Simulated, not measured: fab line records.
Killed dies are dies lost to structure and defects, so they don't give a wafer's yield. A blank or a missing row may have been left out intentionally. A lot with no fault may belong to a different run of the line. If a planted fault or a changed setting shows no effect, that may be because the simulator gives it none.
Matching of chambers    flow n5-finfet    N5_BEOL_M9_CVD_78 on cvd-co-01: 3 sister chambers
The step deposits Co from CCTBA/H2, target thk 2 nm, time 138.9 s. 18 wafers are shown with their chamber, then 9 later ones without.

## EACH WAFER AND ITS CHAMBER
wafer   chamber  run-length-s (s)
L591.1  2        162.3
L591.4  2        162.2
L591.6  0        162.0
L593.2  0        161.5
L593.4  0        161.1
L593.5  2        162.5
L594.1  1        162.0
L594.3  2        162.2
L594.4  0        161.3
L596.2  0        161.3
L596.3  1        161.8
L596.6  0        161.5
L598.4  2        162.1
L598.5  0        161.6
L598.6  1        161.6
L597.3  2        162.7
L597.5  0        161.5
L597.6  2        162.9

SIGNATURES, as means of the wafers listed above
reading       chamber 0  chamber 1  chamber 2  scatter within a chamber
run-length-s  161.475    161.800    162.414    0.271
Rule: a wafer's distance from a chamber is the root of the sum, over the readings, of the square of ((its reading less the chamber's mean) divided by the reading's scatter). If the next closest chamber is less than 2 further off than the closest, the wafer can't be placed; otherwise it belongs to the closest. How the scatter is found: for the shown wafers, subtract from each reading the mean of its chamber, square and add these, divide the total by (wafers less chambers), then take the root.

## WAFERS WITH NO CHAMBER GIVEN
wafer   run-length-s (s)
L602.3  162.3
L602.5  162.6
L605.4  162.2
L612.1  161.1
L612.2  163.0
L612.5  162.5
L613.2  162.5
L613.3  161.6
L613.5  162.4

## CHAMBER TAKEN BY EACH
wafer   from the rows above           in truth
L602.3  can't be placed: 2 or 1       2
L602.5  2                             2
L605.4  can't be placed: 2 or 1 or 0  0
L612.1  can't be placed: 0 or 1       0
L612.2  2                             2
L612.5  2                             2
L613.2  2                             2
L613.3  can't be placed: 0 or 1       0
L613.5  2                             2
5 of 9 placed correctly. Not placeable from these rows: 4 (in 4, the candidates include the true chamber). Wrongly placed: 0.
